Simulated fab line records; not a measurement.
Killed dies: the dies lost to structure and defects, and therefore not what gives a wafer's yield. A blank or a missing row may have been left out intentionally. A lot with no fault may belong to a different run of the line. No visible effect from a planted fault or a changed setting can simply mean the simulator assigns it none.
Chamber matching | flow nandHarc | 4 sister chambers for NHARC_A_STAIRCASE_ETCH_271 on rieDiel-08
The step etches the open film in CF4/CHF3. 4 wafers are shown with their chamber, then 11 later ones without.

WAFERS, EACH WITH ITS CHAMBER
wafer  | chamber | showerheadPlenumPTorr (Torr)
L082.4 | 3       | 1.47
L092.1 | 0       | 1.63
L092.6 | 1       | 1.61
L093.1 | 2       | 1.62

WAFERS WITH NO CHAMBER GIVEN
wafer  | showerheadPlenumPTorr (Torr)
L093.2 | 1.61
L093.3 | 1.70
L094.2 | 1.62
L094.4 | 1.70
L094.5 | 1.70
L096.1 | 1.63
L096.3 | 1.70
L096.6 | 1.63
L097.1 | 1.63
L097.2 | 1.70
L097.6 | 1.63

EACH ONE'S CHAMBER
wafer  | from the rows above          | in truth
L093.2 | can't be placed: 1 or 2 or 0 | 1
L093.3 | can't be placed: 0 or 2 or 1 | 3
L094.2 | can't be placed: 2 or 0 or 1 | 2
L094.4 | can't be placed: 0 or 2 or 1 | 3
L094.5 | can't be placed: 0 or 2 or 1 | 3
L096.1 | can't be placed: 0 or 2 or 1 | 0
L096.3 | can't be placed: 0 or 2 or 1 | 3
L096.6 | can't be placed: 0 or 2 or 1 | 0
L097.1 | can't be placed: 0 or 2 or 1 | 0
L097.2 | can't be placed: 0 or 2 or 1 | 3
L097.6 | can't be placed: 0 or 2 or 1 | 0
Placed correctly: 0 of 11. These rows do not allow placing 11 (true chamber among the candidates in 6). Number placed wrongly: 0.
How it was worked out, from the rows above alone: a wafer's distance from a chamber is the root of the sum, over the readings, of the square of ((its reading less the chamber's mean) divided by the reading's scatter). The wafer belongs to the nearest chamber; if the next one is less than 2 further off, it can't be placed. For every chamber, the mean is computed from those of its wafers that are shown. The scatter: root of mean squared gap, hidden wafer to nearest shown wafer, with one shown wafer a chamber.
